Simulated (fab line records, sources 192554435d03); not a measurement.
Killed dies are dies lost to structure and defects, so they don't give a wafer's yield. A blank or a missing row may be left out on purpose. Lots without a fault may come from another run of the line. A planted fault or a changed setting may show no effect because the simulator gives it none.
Which tool did it? | flow n5_finfet | 10 lots, 30 wafers sampled, at 5 steps of a route of 1938

WHAT THE GAUGES READ, wafer by wafer
N5_BEOL_M4_RC_MEAS_101.
lot  | measured     | on        | DIBL_N (mV/V)  | DIBL_P (mV/V)  | IOFF_N (nA/um) | IOFF_P (nA/um) | ION_N (uA/um) | ION_P (uA/um) | RC_DENSE_N (ohm.um) | RC_DENSE_P (ohm.um) | RC_N (ohm.um)  | RC_P (ohm.um)  | REXT_N (ohm.um) | REXT_P (ohm.um)   | SS_N (mV/dec)  | SS_P (mV/dec)  | VT_N (mV)   | VT_P (mV)
L743 | day 8 04:59  | prober-02 | 36.6 37.2 34.5 | 37.3 38.7 35.6 | 0.13 0.17 0.12 | 0.17 0.19 0.15 | 652 679 660   | 446 456 444   | 18.9 19.9 19.0      | 24.3 25.2 24.6      | 15.5 16.1 15.6 | 19.6 20.8 20.0 | 74.0 74.6 73.2  | 105.1 106.6 105.6 | 71.1 72.3 70.7 | 72.5 74.0 72.3 | 254 247 255 | -257 -251 -256
L744 | day 8 07:29  | prober-01 | 35.8 33.8 35.6 | 35.9 32.6 34.7 | 0.15 0.11 0.15 | 0.24 0.19 0.22 | 678 659 672   | 477 464 470   | 20.1 18.7 19.2      | 24.9 23.7 24.1      | 16.5 15.4 15.7 | 20.4 19.3 19.6 | 77.8 77.4 76.2  | 103.9 102.9 102.7 | 71.1 70.3 71.3 | 73.3 72.6 72.8 | 249 253 248 | -246 -251 -247
L746 | day 8 13:38  | prober-02 | 36.3 37.3 37.1 | 35.6 37.0 36.1 | 0.16 0.18 0.16 | 0.23 0.25 0.22 | 683 680 680   | 474 465 472   | 17.9 18.8 18.8      | 22.6 23.5 23.6      | 14.7 15.2 15.3 | 18.5 19.3 19.2 | 74.6 75.6 75.7  | 99.7 100.3 100.9  | 71.8 71.7 71.6 | 73.3 73.5 73.8 | 247 247 248 | -250 -246 -250
L747 | day 9 05:44  | prober-01 | 38.3 35.9 36.2 | 35.2 32.5 33.4 | 0.17 0.13 0.13 | 0.21 0.18 0.19 | 665 647 652   | 457 449 449   | 29.8 30.1 32.4      | 37.6 37.4 40.3      | 24.4 24.5 26.4 | 30.7 30.8 32.9 | 80.7 81.9 84.6  | 111.1 111.8 114.5 | 71.6 71.3 71.5 | 73.2 71.8 72.3 | 248 248 251 | -249 -251 -250
L750 | day 9 21:27  | prober-02 | 34.3 33.2 35.8 | 33.8 33.0 37.2 | 0.13 0.12 0.16 | 0.17 0.15 0.22 | 641 629 653   | 441 430 448   | 32.8 32.0 30.5      | 40.6 39.7 37.9      | 26.8 26.2 25.0 | 32.9 32.2 30.8 | 84.5 84.6 83.0  | 110.8 109.7 105.8 | 71.4 70.8 71.2 | 72.2 72.7 73.9 | 255 257 249 | -256 -258 -252
L752 | day 10 08:41 | prober-02 | 37.7 37.3 37.0 | 37.1 38.2 38.0 | 0.17 0.16 0.16 | 0.24 0.26 0.24 | 675 678 682   | 471 471 466   | 18.5 18.8 19.0      | 22.9 23.6 23.3      | 15.3 15.5 15.5 | 18.7 19.1 19.0 | 73.8 75.5 75.1  | 101.6 100.8 101.3 | 71.8 71.5 71.5 | 73.0 74.0 72.8 | 247 248 249 | -246 -245 -246
L760 | day 12 09:08 | prober-02 | 34.6 35.1 36.8 | 34.6 35.6 38.2 | 0.12 0.13 0.15 | 0.18 0.19 0.23 | 661 667 679   | 458 461 470   | 18.2 18.0 18.5      | 22.6 22.5 23.0      | 14.7 14.9 15.1 | 18.4 18.4 18.9 | 72.7 73.0 73.9  | 95.1 95.3 95.7    | 71.6 71.1 72.1 | 72.5 72.6 73.9 | 254 254 251 | -253 -250 -250
L761 | day 12 22:08 | prober-02 | 34.9 32.7 37.0 | 35.6 32.1 37.2 | 0.14 0.12 0.19 | 0.23 0.18 0.27 | 668 677 681   | 463 467 472   | 18.9 19.4 19.3      | 24.1 24.2 23.6      | 15.5 15.8 15.5 | 19.7 20.0 19.4 | 74.7 74.8 74.8  | 99.6 101.3 100.0  | 71.3 70.6 71.7 | 73.1 72.5 73.3 | 253 251 245 | -246 -248 -244
L765 | day 14 11:01 | prober-02 | 33.9 35.4 34.7 | 34.4 37.0 36.1 | 0.12 0.14 0.13 | 0.17 0.20 0.19 | 661 679 669   | 464 466 466   | 18.8 18.6 18.9      | 22.8 23.1 22.9      | 15.3 15.3 15.2 | 18.7 18.6 18.8 | 73.4 73.9 75.0  | 101.3 100.6 102.4 | 70.6 70.3 70.5 | 71.7 72.9 72.2 | 254 253 254 | -253 -249 -252
L766 | day 15 03:51 | prober-02 | 38.7 36.5 34.7 | 39.5 37.2 35.7 | 0.20 0.16 0.13 | 0.25 0.22 0.20 | 694 679 661   | 469 470 465   | 19.0 20.1 18.5      | 23.4 25.4 23.1      | 15.3 16.6 15.1 | 19.2 20.6 18.9 | 77.2 78.4 77.7  | 100.8 102.3 100.6 | 72.4 72.2 71.4 | 73.6 73.4 72.2 | 244 250 252 | -246 -247 -252

WHICH TOOL RAN EACH LOT (tool, then ch and the chambers of the sampled wafers, then the start)
lot  | N5_GATE_CUT_VAPOR_ETCH_51         | N5_GATE_CUT_STRIP_21                 | N5_MOL_CONTACT_COAG_CONTACT_ETCH_14 | N5_MOL_CONTACT_COAG_ALD_20
L743 | rie_metal-01 ch 0,1, day 4 12:47  | plasma_asher-01 ch 1, day 4 12:50    | rie_diel-06 ch 0,3, day 4 16:19     | ald_metal-03 ch 0,2, day 4 17:07
L744 | rie_metal-03 ch 0,1, day 4 19:32  | plasma_asher-02 ch 0,1, day 4 19:47  | rie_diel-06 ch 0,1, day 4 23:13     | ald_metal-03 ch 0,1, day 5 00:10
L746 | rie_metal-01 ch 0,1, day 5 06:20  | plasma_asher-02 ch 0,1, day 5 06:28  | rie_diel-06 ch 1,2,3, day 5 10:51   | ald_metal-01 ch 2,3, day 5 11:45
L747 | rie_metal-01 ch 0,1, day 5 15:31  | plasma_asher-01 ch 0,1, day 5 15:35  | rie_diel-06 ch 1,2, day 5 21:04     | ald_metal-01 ch 1,2,3, day 5 21:59
L750 | rie_metal-02 ch 1, day 6 09:20    | plasma_asher-02 ch 0,1, day 6 09:23  | rie_diel-06 ch 0,2, day 6 12:40     | ald_metal-01 ch 0,3, day 6 13:35
L752 | rie_metal-01 ch 0,1, day 6 22:25  | plasma_asher-01 ch 0,1, day 6 22:28  | rie_diel-01 ch 2,3, day 7 01:57     | ald_metal-03 ch 0,1, day 7 02:49
L760 | rie_metal-02 ch 0,1, day 8 21:16  | plasma_asher-02 ch 0,1, day 8 21:19  | rie_diel-01 ch 0,2,3, day 9 01:16   | ald_metal-03 ch 0,2,3, day 9 02:20
L761 | rie_metal-03 ch 1, day 9 07:16    | plasma_asher-01 ch 0,1, day 9 07:21  | rie_diel-02 ch 1,2,3, day 9 10:45   | ald_metal-01 ch 0,2,3, day 9 11:33
L765 | rie_metal-01 ch 1, day 10 04:57   | plasma_asher-02 ch 0,1, day 10 05:21 | rie_diel-02 ch 0,2,3, day 10 08:43  | ald_metal-03 ch 0,2,3, day 10 12:18
L766 | rie_metal-02 ch 0,1, day 10 09:56 | plasma_asher-02 ch 0,1, day 10 10:08 | rie_diel-01 ch 2,3, day 10 13:43    | ald_metal-03 ch 1,2, day 10 15:52
- N5_GATE_CUT_VAPOR_ETCH_51: etches HfO2 in BCl3/Cl2.
- N5_GATE_CUT_STRIP_21: strips in N2/H2, time 30 s.
- N5_MOL_CONTACT_COAG_CONTACT_ETCH_14: etches SiO2 in C4F6/O2, target depth 27.5 nm, overetch 8.5 nm, time 20 s.
- N5_MOL_CONTACT_COAG_ALD_20: deposits TiN, target thk 1.5 nm, pulse time 1 s, purge time 3 s.

WHAT THE TOOLS THEMSELVES READ (means of the sampled wafers that have a number; where no wafer has one, the mark that the record gives instead)
N5_GATE_CUT_VAPOR_ETCH_51.
lot  | tool         | drypump_motor_current_A (A) | oes_product_au (a.u.)
L743 | rie_metal-01 | 6.0                         | 0.66
L744 | rie_metal-03 | 5.9                         | 0.65
L746 | rie_metal-01 | 6.0                         | 0.66
L747 | rie_metal-01 | 6.0                         | 0.65
L750 | rie_metal-02 | 5.2                         | 0.87
L752 | rie_metal-01 | 6.0                         | 0.65
L760 | rie_metal-02 | 5.4                         | 0.79
L761 | rie_metal-03 | 5.7                         | 0.94
L765 | rie_metal-01 | 6.3                         | 0.66
L766 | rie_metal-02 | 5.6                         | 0.73

N5_GATE_CUT_STRIP_21.
lot  | tool            | drypump_motor_current_A (A) | heater_power_w (W)
L743 | plasma_asher-01 | 5.0                         | 383
L744 | plasma_asher-02 | 6.3                         | 345
L746 | plasma_asher-02 | 6.3                         | 342
L747 | plasma_asher-01 | 5.3                         | 360
L750 | plasma_asher-02 | 6.4                         | 343
L752 | plasma_asher-01 | 5.3                         | 348
L760 | plasma_asher-02 | 6.1                         | 365
L761 | plasma_asher-01 | 5.3                         | 352
L765 | plasma_asher-02 | 6.3                         | 343
L766 | plasma_asher-02 | 6.1                         | 366

N5_MOL_CONTACT_COAG_CONTACT_ETCH_14.
lot  | tool        | drypump_motor_current_A (A) | oes_o_777_au (a.u.) | oes_product_au (a.u.) | rf_fwd_power_W (W) | rf_vpp_V (V) | showerhead_plenum_p_Torr (Torr) | throttle_valve_pct (%)
L743 | rie_diel-06 | 5.5                         | 0.73                | 0.60                  | 363.5              | 690          | 2.77                            | 21.35
L744 | rie_diel-06 | 5.4                         | 0.76                | 0.64                  | 364.7              | 689          | 2.79                            | 21.31
L746 | rie_diel-06 | 5.2                         | 0.81                | 0.69                  | 362.6              | 693          | 2.89                            | 21.17
L747 | rie_diel-06 | 5.3                         | 0.66                | 0.73                  | 275.4              | 755          | 2.91                            | 21.27
L750 | rie_diel-06 | 5.5                         | 0.59                | 0.64                  | 275.6              | 745          | 2.78                            | 21.46
L752 | rie_diel-01 | 5.8                         | 0.88                | 0.74                  | 365.6              | 691          | 2.84                            | 21.29
L760 | rie_diel-01 | 5.8                         | 0.88                | 0.75                  | 365.3              | 691          | 2.86                            | 21.15
L761 | rie_diel-02 | 5.8                         | 0.76                | 0.65                  | 364.5              | 692          | 2.84                            | 21.19
L765 | rie_diel-02 | 5.8                         | 0.77                | 0.66                  | 366.0              | 691          | 2.83                            | 21.15
L766 | rie_diel-01 | 5.8                         | 0.91                | 0.76                  | 365.9              | 692          | 2.83                            | 21.18

N5_MOL_CONTACT_COAG_ALD_20.
lot  | tool         | heater_power_w (W) | precursor_pulse_height_rel
L743 | ald_metal-03 | 816                | 1.010
L744 | ald_metal-03 | 889                | 1.005
L746 | ald_metal-01 | 840                | 1.009
L747 | ald_metal-01 | 838                | 1.012
L750 | ald_metal-01 | 953                | 0.994
L752 | ald_metal-03 | 842                | 0.987
L760 | ald_metal-03 | 888                | 1.012
L761 | ald_metal-01 | 875                | 0.988
L765 | ald_metal-03 | 877                | 1.014
L766 | ald_metal-03 | 909                | 1.002

THE ANSWER, worked out from the rows above alone
Rule: what is usual is taken from the lots themselves. Put in order of their means at a reading, lots are off if they are a third of the lots or fewer, leave a main group of 4 or more, and stand apart from it by a gap of 3 or more times the standard deviation of the main group's means; of several such gaps the widest counts. A main group whose means are all the same, to the digits that the tables above print for the reading, isn't used. A lot without any number at a reading at which 4 lots or more have one is off too. The other lots that the step has rows for count as sound. The gauges are gone through in route order, then the tools' own readings, and for those a lot's mean is taken as printed above. The first step at which some lot is off is used, and at that step the reading that is off furthest; a lot without a number counts as furthest.
Off: L747, L750, at N5_BEOL_M4_RC_MEAS_101 (RC_DENSE_N). The main group: mean 18.9 ohm.um, standard deviation 0.38.
A tool fits if, at a process step before that reading, it ran every lot that is off, and no sound lot after the first of them. The gauges at N5_BEOL_M4_RC_MEAS_101 aren't tried: what is off there is off at N5_MOL_CONTACT_COAG_CONTACT_ETCH_14 too, on other tools, and a gauge's error can't cause that. One fits: rie_diel-06 at N5_MOL_CONTACT_COAG_CONTACT_ETCH_14. Its last sound lot is L746 (day 5 10:51), its first lot that is off L747 (day 5 21:04): a fault that began between those two fits.
The tool's own readings at N5_MOL_CONTACT_COAG_CONTACT_ETCH_14 bear it out: on the lots that are off they differ by more than 5 times the standard deviation of the sound lots' means. rf_fwd_power_W reads 275.5 W there against 364.8 W on the sound lots; rf_vpp_V reads 750 V there against 691 V on the sound lots.

WHAT THE SIMULATOR HAD PUT IN
Process parameter drift: rie_diel-06, from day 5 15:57 on, at N5_MOL_CONTACT_COAG_CONTACT_ETCH_14. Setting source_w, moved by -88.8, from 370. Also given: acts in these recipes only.
Lots struck among those shown: L747, L750. The rule above found the same.
